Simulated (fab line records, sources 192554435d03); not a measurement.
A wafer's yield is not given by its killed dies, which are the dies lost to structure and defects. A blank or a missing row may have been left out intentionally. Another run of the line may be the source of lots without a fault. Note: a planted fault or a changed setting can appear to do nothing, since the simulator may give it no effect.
Matching of chambers / flow n5_finfet / 4 sister chambers for N5_BEOL_M8_ETCH_61 on rie_diel-02
The step etches SiARC in CF4, target depth 45.5 nm, time 75.8 s. 8 wafers are shown with their chamber, then 10 later ones without.

WAFERS, EACH WITH ITS CHAMBER
wafer=L076.6; chamber=2; throttle_valve_pct (%)=16.08; showerhead_plenum_p_Torr (Torr)=2.14
wafer=L088.4; chamber=2; throttle_valve_pct (%)=16.12; showerhead_plenum_p_Torr (Torr)=2.13
wafer=L092.4; chamber=1; throttle_valve_pct (%)=15.56; showerhead_plenum_p_Torr (Torr)=2.12
wafer=L092.6; chamber=0; throttle_valve_pct (%)=15.69; showerhead_plenum_p_Torr (Torr)=2.05
wafer=L093.1; chamber=1; throttle_valve_pct (%)=15.56; showerhead_plenum_p_Torr (Torr)=2.12
wafer=L093.4; chamber=0; throttle_valve_pct (%)=15.70; showerhead_plenum_p_Torr (Torr)=2.05
wafer=L094.1; chamber=3; throttle_valve_pct (%)=15.61; showerhead_plenum_p_Torr (Torr)=2.14
wafer=L094.5; chamber=3; throttle_valve_pct (%)=15.62; showerhead_plenum_p_Torr (Torr)=2.14

WAFERS WITH NO CHAMBER GIVEN
wafer=L094.6; throttle_valve_pct (%)=16.14; showerhead_plenum_p_Torr (Torr)=2.12
wafer=L095.2; throttle_valve_pct (%)=15.57; showerhead_plenum_p_Torr (Torr)=2.12
wafer=L095.5; throttle_valve_pct (%)=16.16; showerhead_plenum_p_Torr (Torr)=2.12
wafer=L095.6; throttle_valve_pct (%)=15.64; showerhead_plenum_p_Torr (Torr)=2.14
wafer=L096.1; throttle_valve_pct (%)=15.57; showerhead_plenum_p_Torr (Torr)=2.12
wafer=L096.2; throttle_valve_pct (%)=15.71; showerhead_plenum_p_Torr (Torr)=2.05
wafer=L096.3; throttle_valve_pct (%)=15.64; showerhead_plenum_p_Torr (Torr)=2.13
wafer=L097.1; throttle_valve_pct (%)=15.59; showerhead_plenum_p_Torr (Torr)=2.12
wafer=L097.2; throttle_valve_pct (%)=15.73; showerhead_plenum_p_Torr (Torr)=2.05
wafer=L097.4; throttle_valve_pct (%)=15.65; showerhead_plenum_p_Torr (Torr)=2.13

WHICH CHAMBER EACH ONE RAN IN
wafer=L094.6; from the rows above=2; in truth=2
wafer=L095.2; from the rows above=1; in truth=1
wafer=L095.5; from the rows above=2; in truth=2
wafer=L095.6; from the rows above=3; in truth=3
wafer=L096.1; from the rows above=1; in truth=1
wafer=L096.2; from the rows above=0; in truth=0
wafer=L096.3; from the rows above=3; in truth=3
wafer=L097.1; from the rows above=1; in truth=1
wafer=L097.2; from the rows above=0; in truth=0
wafer=L097.4; from the rows above=3; in truth=3
10 of 10 placed correctly. Number that these rows cannot place: 0. Wrongly placed: 0.
How it was worked out, from the rows above alone: a wafer's distance from a chamber is the root of the sum, over the readings, of the square of ((its reading less the chamber's mean) divided by the reading's scatter). If the next closest chamber is less than 2 further off than the closest, the wafer can't be placed; otherwise it belongs to the closest. A chamber's mean is the mean of its shown wafers. The scatter is the square root of a quotient: the sum, over the shown wafers, of each reading's squared deviation from its chamber's mean, divided by wafers minus chambers.
